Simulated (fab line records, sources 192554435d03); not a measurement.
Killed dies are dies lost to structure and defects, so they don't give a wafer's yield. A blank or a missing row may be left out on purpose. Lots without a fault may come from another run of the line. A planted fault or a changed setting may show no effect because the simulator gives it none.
Which tool did it? | flow n5_finfet | 12 lots, 36 wafers sampled, at 1 step of a route of 1938

WHAT THE GAUGES READ, wafer by wafer
N5_GATE_CUT_INSPECT_15: inspects for defects (brightfield).
lot  | measured     | on                | raw_defect_count
L075 | day 4 18:07  | defect_inspect-02 | 161 191 108
L077 | day 5 08:29  | defect_inspect-02 | 98 93 160
L079 | day 5 22:50  | defect_inspect-02 | 147 157 99
L081 | day 6 08:29  | defect_inspect-01 | 95 144 241
L083 | day 6 19:45  | defect_inspect-02 | 220 234 262
L085 | day 7 05:14  | defect_inspect-02 | 153 143 124
L087 | day 7 18:13  | defect_inspect-01 | 78 165 93
L089 | day 8 07:31  | defect_inspect-02 | 145 200 200
L091 | day 8 20:43  | defect_inspect-02 | 174 130 140
L092 | day 9 11:29  | defect_inspect-01 | 72 126 126
L095 | day 9 20:16  | defect_inspect-02 | 151 166 203
L097 | day 10 06:32 | defect_inspect-02 | 144 153 125

WHICH TOOL RAN EACH LOT (tool, then ch and the chambers of the sampled wafers, then the start)
The record holds no process step before these readings.

THE ANSWER, worked out from the rows above alone
Rule: what is usual is taken from the lots themselves. Put in order of their means at a reading, lots are off if they are a third of the lots or fewer, leave a main group of 4 or more, and stand apart from it by a gap of 3 or more times the standard deviation of the main group's means; of several such gaps the widest counts. A main group whose means are all the same, to the digits that the tables above print for the reading, isn't used. A lot without any number at a reading at which 4 lots or more have one is off too. The other lots that the step has rows for count as sound.
No lot is off at any reading shown: from this, nothing can be told.

WHAT THE SIMULATOR HAD PUT IN
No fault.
